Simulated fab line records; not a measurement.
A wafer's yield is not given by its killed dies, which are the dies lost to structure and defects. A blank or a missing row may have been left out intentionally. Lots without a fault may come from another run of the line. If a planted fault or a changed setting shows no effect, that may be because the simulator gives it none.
Matching of chambers	flow n5_finfet	4 sister chambers for N5_BEOL_M0_SAQP_HM_OPEN_112 on rie_diel-03
The step chemistry CHF3/O2, target SiO2, stops on a-Si, target depth 12 nm, time 13.5 s. 18 wafers are shown with their chamber, then 9 later ones without.

EACH WAFER AND ITS CHAMBER
wafer	chamber	drypump_motor_current_A (A)	showerhead_plenum_p_Torr (Torr)	throttle_valve_pct (%)
L075.2	1	5.2	2.49	18.65
L075.4	3	6.2	2.34	18.58
L075.5	2	5.9	2.46	18.75
L076.4	2	5.9	2.46	18.76
L076.5	0	6.0	2.37	18.90
L076.6	3	6.2	2.34	18.60
L080.3	2	5.9	2.46	18.77
L080.4	0	6.0	2.37	18.92
L080.5	3	6.1	2.34	18.62
L081.1	1	5.2	2.48	18.66
L081.2	0	6.0	2.37	18.90
L081.4	2	5.9	2.46	18.78
L083.2	2	5.9	2.45	18.78
L083.3	1	5.2	2.48	18.68
L083.4	3	6.2	2.33	18.63
L084.4	3	6.2	2.33	18.63
L084.5	0	6.0	2.36	18.92
L084.6	1	5.2	2.48	18.67

SIGNATURES (averages over the wafers above)
reading	chamber 0	chamber 1	chamber 2	chamber 3	scatter within a chamber
drypump_motor_current_A	6.000	5.200	5.900	6.180	0.0239
showerhead_plenum_p_Torr	2.3675	2.4825	2.4580	2.3360	0.005
throttle_valve_pct	18.9100	18.6650	18.7680	18.6120	0.0157
Rule: distance of a wafer from a chamber = root of the sum over the readings of ((wafer's reading minus chamber's mean) / reading's scatter) squared. If the next closest chamber is less than 2 further off than the closest, the wafer can't be placed; otherwise it belongs to the closest. The scatter: the root of (the sum of the squares of (reading less its chamber's mean) over the shown wafers, divided by (wafers less chambers)).

WAFERS WITHOUT THEIR CHAMBER
wafer	drypump_motor_current_A (A)	showerhead_plenum_p_Torr (Torr)	throttle_valve_pct (%)
L091.1	5.2	2.47	18.68
L091.2	6.2	2.33	18.65
L091.3	5.9	2.45	18.81
L093.1	6.0	2.36	18.95
L093.4	5.2	2.47	18.71
L093.5	6.2	2.33	18.65
L096.3	6.2	2.33	18.66
L096.4	6.0	2.35	18.97
L096.6	6.2	2.32	18.67

WHICH CHAMBER EACH WENT THROUGH
wafer	from the rows above	in truth
L091.1	1	1
L091.2	3	3
L091.3	2	2
L093.1	0	0
L093.4	1	1
L093.5	3	3
L096.3	3	3
L096.4	0	0
L096.6	3	3
Correct placement for 9 of the 9. From these rows, 0 cannot be placed. Number placed wrongly: 0.
